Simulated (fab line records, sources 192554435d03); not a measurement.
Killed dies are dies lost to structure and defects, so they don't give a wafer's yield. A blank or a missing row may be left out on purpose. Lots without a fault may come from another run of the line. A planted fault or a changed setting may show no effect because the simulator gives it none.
Split-lot experiment | flow n5_finfet | 7 lots, 21 wafers read, on a route of 1938 steps

THE SPLIT
At N5_BEOL_M0_CUTY_EXPOSE_54 (exposes mask M0 ABLK), the setting dose_mj was moved away from the recipe's 36 on 9 of the 21 wafers read, by -5.8% to +4.9%. The other wafers ran this setting at the recipe's value.

FROM THE SPLIT TO THE READING: what the file shows between them, 2 steps
- N5_BEOL_M0_CUTY_PEB_55: peb time 60 s
- N5_BEOL_M0_CUTY_DEVELOP_56: develop time 30 s

THE READING
cd_nm, in nm, at N5_BEOL_M0_CUTY_CD_MEAS_57 (target cd 200 nm). Fault-free wafers of this fab line usually give 200.0 nm, standard deviation 0.95 nm.

wafer  | tool, chamber at the split | dose_mj as run | against the recipe | cd_nm, nm | against lot-mates on the recipe
L076.3 | arfi_scanner-01, 0         | 34.47          | -4.2%              | 201.1     | no lot-mate on the recipe
L076.4 | arfi_scanner-01, 0         | 34.47          | -4.2%              | 200.8     | no lot-mate on the recipe
L076.6 | arfi_scanner-01, 0         | 34.47          | -4.2%              | 200.9     | no lot-mate on the recipe
L077.1 | arfi_scanner-01, 0         | 36             | recipe             | 198.4     | -
L077.2 | arfi_scanner-01, 0         | 36             | recipe             | 200.4     | -
L077.6 | arfi_scanner-01, 0         | 36             | recipe             | 199.3     | -
L079.2 | arfi_scanner-03, 0         | 36             | recipe             | 200.6     | -
L079.4 | arfi_scanner-03, 0         | 36             | recipe             | 202.0     | -
L079.6 | arfi_scanner-03, 0         | 36             | recipe             | 200.7     | -
L080.1 | arfi_scanner-03, 0         | 34.83          | -3.3%              | 202.1     | +0.9
L080.4 | arfi_scanner-03, 0         | 34.83          | -3.3%              | 201.7     | +0.5
L080.5 | arfi_scanner-03, 0         | 36             | recipe             | 201.2     | -
L081.2 | arfi_scanner-01, 0         | 36             | recipe             | 199.9     | -
L081.3 | arfi_scanner-01, 0         | 33.93          | -5.8%              | 202.4     | +2.5
L081.6 | arfi_scanner-01, 0         | 36             | recipe             | 199.8     | -
L084.2 | arfi_scanner-03, 0         | 36             | recipe             | 199.3     | -
L084.4 | arfi_scanner-03, 0         | 36             | recipe             | 200.4     | -
L084.6 | arfi_scanner-03, 0         | 34.02          | -5.5%              | 203.9     | +4.0
L085.1 | arfi_scanner-03, 0         | 37.75          | +4.9%              | 197.6     | -3.9
L085.3 | arfi_scanner-03, 0         | 36             | recipe             | 201.5     | -
L085.6 | arfi_scanner-03, 0         | 37.75          | +4.9%              | 198.1     | -3.4

THE FIT
A straight line over all 21 wafers: cd_nm changes by -0.414 nm for each +1% of dose_mj; r = -0.79; the points scatter about the line by 0.96 nm.
The same after taking each lot's own level away (the mean of its wafers on the recipe; 18 wafers): -0.598 nm for each +1%; r = -0.92; scatter 0.74 nm.
On that fit, the largest move of dose_mj shifts the reading by 3.4 nm.
The lots' own levels span 199.37 to 201.50 nm, that is 2.2 times the standard deviation above.
So the lot-to-lot level blurs the effect unless lot-mates are compared.
Check: with one of the wafers moved furthest among these (-5.8%) left out of the fit, the line predicts +3.46 nm for it against its lot-mates. It came out at +2.55 nm against them.

OTHER SPLITS ON THESE WAFERS
These wafers also went through other splits before the reading. Each is held against what the fit with the lots' levels taken away leaves over:
other split on the same wafers               | wafers away from the commonest value | r with cd_nm (lot level and that fit taken away)
N5_HKMG_FIN_COAT_06 spin_rpm                 | 6                                    | +0.33
N5_MOL_CONTACT_COAG_CONTACT_ETCH_14 source_w | 8                                    | +0.42
N5_MOL_CONTACT_COAG_ETCH_91 time_s           | 8                                    | +0.04
N5_MOL_CONTACT_COAG_COAT_62 spin_rpm         | 7                                    | +0.20
N5_BEOL_M0_SAQP_ETCH_88 source_w             | 9                                    | -0.24

THE FILE'S OWN FIT
cd_nm changes by -0.592 nm for each +1% of dose_mj, r = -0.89.
